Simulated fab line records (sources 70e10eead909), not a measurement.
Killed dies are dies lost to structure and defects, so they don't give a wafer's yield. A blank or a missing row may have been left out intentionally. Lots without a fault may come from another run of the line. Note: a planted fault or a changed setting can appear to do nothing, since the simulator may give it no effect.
Which tool was responsible? -- flow nandHarc -- 11 lots, 33 wafers sampled, at 5 steps of a route of 1302

WHAT EACH GAUGE READ, for each wafer
NHARC_END_SORT_01. Usual: killedAtArray 63, standard deviation 18; killedAtOther 1.1, standard deviation 1.3; killedAtPeriphery 4.3, standard deviation 2.8; killedDies 68, standard deviation 18; killedOpen 3.3, standard deviation 2; killedShort 2.4, standard deviation 1.6.
lot,measured,on,killedAtArray,killedAtOther,killedAtPeriphery,killedDies,killedOpen,killedShort,flag
L741,day 32 00:43,prober-02,674 674 674,2 1 1,1 2 2,677 677 677,1 2 1,1 0 2,OFF
L745,day 32 08:30,prober-02,676 673 672,0 0 1,1 4 4,677 677 677,2 3 2,5 3 4,OFF
L743,day 33 00:08,prober-01,674 675 674,0 2 1,3 0 2,677 677 677,2 3 3,1 1 4,OFF

TOOL THAT RAN EACH LOT (tool first, then ch and the chambers of the sampled wafers, then the start)
lot,NHARC_A_STAIRCASE_DESCUM_252,NHARC_A_STAIRCASE_DEP_280,NHARC_A_STAIRCASE_ETCH_292,NHARC_A_STAIRCASE_ETCH_452
L732,"rieDiel-04 ch 2,3, day 17 10:42","pecvd-01 ch 1,2, day 17 22:21","rieDiel-04 ch 0,1,3, day 17 23:26","rieDiel-04 ch 0,2,3, no start"
L731,"rieDiel-04 ch 1,2,3, day 17 19:31","pecvd-01 ch 0,1,2, day 18 04:59","rieDiel-10 ch 2,3, day 18 06:06","rieDiel-10 ch 1,2, no start"
L735,"rieDiel-03 ch 0,1,2, day 18 17:08","pecvd-04 ch 1,2, day 19 02:54","rieDiel-04 ch 0,1,2, day 19 03:53","rieDiel-04 ch 1,2,3, no start"
L738,"rieDiel-03 ch 0,3, day 19 21:47","pecvd-04 ch 0,1, day 20 07:19","rieDiel-04 ch 1,3, day 20 11:04","rieDiel-04 ch 0,1,3, no start"
L736,"rieDiel-04 ch 1,3, day 19 22:52","pecvd-04 ch 0,2, day 20 10:49","rieDiel-04 ch 0,1,3, day 20 12:26","rieDiel-04 ch 0,3, no start"
L739,"rieDiel-03 ch 1,2,3, day 20 22:06","pecvd-04 ch 0,1,2, day 21 13:58","rieDiel-03 ch 0,1,3, day 21 14:55","rieDiel-03 ch 0,1,3, no start"
L741,"rieDiel-10 ch 0,1,3, day 21 08:24","pecvd-04 ch 0,1,2, day 21 18:12","rieDiel-04 ch 0,2,3, day 21 19:08","rieDiel-04 ch 0,1,2, day 32 00:43 or earlier"
L745,"rieDiel-10 ch 0,1,3, day 22 15:45","pecvd-04 ch 0,1, day 23 02:24","rieDiel-10 ch 0,1,2, day 23 03:29","rieDiel-10 ch 1,2,3, day 32 08:30 or earlier"
L743,"rieDiel-10 ch 0,1,2, day 22 16:38","pecvd-04 ch 0,1,2, day 23 06:43","rieDiel-03 ch 0,1,3, day 23 08:32","rieDiel-03 ch 2,3, day 33 00:08 or earlier"
L750,"rieDiel-04 ch 1,2,3, day 25 17:14","pecvd-01 ch 0,1,2, day 26 06:34","rieDiel-10 ch 0,1,3, day 26 07:35","rieDiel-10 ch 0,1,3, no start"
L751,"rieDiel-04 ch 0,1,2, day 26 13:30","pecvd-01 ch 0,2, day 27 01:20","rieDiel-03 ch 0,2,3, day 27 02:25","rieDiel-03 ch 0,2,3, no start"
- NHARC_A_STAIRCASE_DESCUM_252: chemistry O2, time 3 s.
- NHARC_A_STAIRCASE_DEP_280: deposits SiON, target thk 30 nm.
- NHARC_A_STAIRCASE_ETCH_292: etches the open film in CF4/CHF3.
- NHARC_A_STAIRCASE_ETCH_452: etches the open film in CF4/O2, target depth 30 nm, overetch 3 nm, time 16.5 s.

WHAT THE TOOLS THEMSELVES READ (means of the sampled wafers that have a number; where no wafer has one, the mark that the record gives instead)
NHARC_A_STAIRCASE_DESCUM_252. Usual: drypumpMotorCurrentA 5.9 A, standard deviation 0.44; oesProductAu 1.002 a.u., standard deviation 0.0076; rfVppV 57.8 V, standard deviation 0.91; showerheadPlenumPTorr 1.91 Torr, standard deviation 0.088; throttleValvePct 11.313 %, standard deviation 0.0093.
lot,tool,drypumpMotorCurrentA (A),oesProductAu (a.u.),rfVppV (V),showerheadPlenumPTorr (Torr),throttleValvePct (%),flag
L732,rieDiel-04,5.9,1.001,58.4,1.81,11.310,
L731,rieDiel-04,6.0,1.006,56.8,1.84,11.316,
L735,rieDiel-03,6.0,1.004,57.1,2.03,11.305,
L738,rieDiel-03,6.1,1.006,58.2,2.00,11.311,
L736,rieDiel-04,5.9,1.002,58.6,1.83,11.315,
L739,rieDiel-03,6.0,1.001,58.0,1.99,11.313,
L741,rieDiel-10,5.7,1.005,57.0,1.95,11.312,
L745,rieDiel-10,5.7,1.003,57.5,1.95,11.313,
L743,rieDiel-10,6.1,1.006,57.5,1.92,11.307,
L750,rieDiel-04,6.0,1.003,57.6,1.82,11.300,
L751,rieDiel-04,5.9,1.007,57.8,1.84,11.309,

NHARC_A_STAIRCASE_DEP_280. Usual: heaterPowerW at 786 W, with a standard deviation of 82.
lot,tool,heaterPowerW (W),flag
L732,pecvd-01,759,
L731,pecvd-01,728,
L735,pecvd-04,749,
L738,pecvd-04,803,
L736,pecvd-04,887,
L739,pecvd-04,868,
L741,pecvd-04,774,
L745,pecvd-04,864,
L743,pecvd-04,804,
L750,pecvd-01,704,
L751,pecvd-01,681,

NHARC_A_STAIRCASE_ETCH_292. Usual: biasW 200.0 W, standard deviation 0.6; cf4FlowSccm 100.0 sccm, standard deviation 0.31; chf3FlowSccm 30.00 sccm, standard deviation 0.081; drypumpMotorCurrentA 5.9 A, standard deviation 0.45; oesProductAu 0.939 a.u., standard deviation 0.021; rfVppV 370.8 V, standard deviation 2.4; showerheadPlenumPTorr 1.58 Torr, standard deviation 0.068; throttleValvePct 16.801 %, standard deviation 0.0098.
lot,tool,biasW (W),cf4FlowSccm (sccm),chf3FlowSccm (sccm),drypumpMotorCurrentA (A),oesProductAu (a.u.),rfVppV (V),showerheadPlenumPTorr (Torr),throttleValvePct (%),flag
L732,rieDiel-04,199.9,100.3,29.95,5.8,0.973,369.4,1.53,16.804,
L731,rieDiel-10,200.3,99.9,30.10,5.7,0.927,370.4,1.56,16.799,
L735,rieDiel-04,200.1,99.9,30.07,5.9,0.929,369.2,1.53,16.806,
L738,rieDiel-04,200.0,99.9,30.04,5.9,0.930,368.5,1.51,16.800,
L736,rieDiel-04,200.1,100.2,29.96,5.8,0.921,368.4,1.52,16.802,
L739,rieDiel-03,200.1,100.1,29.97,5.8,0.926,372.5,1.66,16.802,
L741,rieDiel-04,-,-,-,-,-,-,-,-,OFF
L745,rieDiel-10,-,-,-,-,-,-,-,-,OFF
L743,rieDiel-03,-,-,-,-,-,-,-,-,OFF
L750,rieDiel-10,199.5,99.8,29.96,5.7,0.971,371.2,1.60,16.798,
L751,rieDiel-03,199.8,100.4,29.94,6.3,0.925,373.6,1.62,16.804,

NHARC_A_STAIRCASE_ETCH_452. Usual: value, then standard deviation, for each; biasW 100.01 W / 0.29; cf4FlowSccm 79.99 sccm / 0.26; drypumpMotorCurrentA 5.9 A / 0.45; oesProductAu 1.002 a.u. / 0.0093; rfVppV 197.9 V / 1.4; showerheadPlenumPTorr 1.34 Torr / 0.059; throttleValvePct 13.397 % / 0.0094.
lot,tool,biasW (W),cf4FlowSccm (sccm),drypumpMotorCurrentA (A),oesProductAu (a.u.),rfVppV (V),showerheadPlenumPTorr (Torr),throttleValvePct (%),flag
L732,rieDiel-04,100.35,79.89,5.7,1.004,195.9,1.28,13.401,
L731,rieDiel-10,100.17,80.15,6.1,1.010,197.9,1.33,13.399,
L735,rieDiel-04,100.10,80.02,6.0,1.008,197.2,1.28,13.398,
L738,rieDiel-04,99.71,80.12,5.8,0.999,196.4,1.29,13.404,
L736,rieDiel-04,100.11,80.28,5.6,1.003,195.5,1.27,13.392,
L739,rieDiel-03,100.22,80.14,5.8,1.000,199.4,1.41,13.400,
L741,rieDiel-04,99.94,79.73,5.9,0.998,197.2,1.29,13.402,
L745,rieDiel-10,100.24,80.10,5.8,0.998,198.0,1.34,13.390,
L743,rieDiel-03,100.21,79.97,6.3,1.003,197.8,1.37,13.395,
L750,rieDiel-10,99.79,79.98,5.7,1.015,198.5,1.35,13.399,
L751,rieDiel-03,100.19,79.66,6.3,0.997,197.4,1.38,13.392,

THE ANSWER, worked out from the rows above alone
Rule: a lot counts as off when the mean over its wafers that have a number is more than 3 standard deviations away from the usual mean. A lot without any number at a reading at which 4 lots or more have one is off too. Any other lot the step has rows for is counted as sound. Order of review: gauges by route order, followed by the tools' own readings, for which a lot's mean as printed above is used. The first step at which some lot is off is used, and at that step the reading that is off furthest; a lot without a number counts as furthest.
Off, at NHARC_END_SORT_01 on killedAtArray: L741, L745, L743. Neither off nor sound, because the step has no rows for them: L732, L731, L735, L738, L736, L739, L750, L751.
If a tool, at a process step before that reading, ran all the lots that are off and no sound lot after the first of them, it fits. Not tried: the gauges at NHARC_END_SORT_01; whatever is off there is also off at NHARC_A_STAIRCASE_ETCH_292, on other tools, and gauge error can't account for it. NHARC_A_STAIRCASE_ETCH_452 gives no start for some lots, so the hours and the order of its lots are those of NHARC_END_SORT_01. This does not decide it: 2 tools fit, namely rieDiel-10 at NHARC_A_STAIRCASE_DESCUM_252 and pecvd-04 at NHARC_A_STAIRCASE_DEP_280.

WHAT WAS PUT IN BY THE SIMULATOR
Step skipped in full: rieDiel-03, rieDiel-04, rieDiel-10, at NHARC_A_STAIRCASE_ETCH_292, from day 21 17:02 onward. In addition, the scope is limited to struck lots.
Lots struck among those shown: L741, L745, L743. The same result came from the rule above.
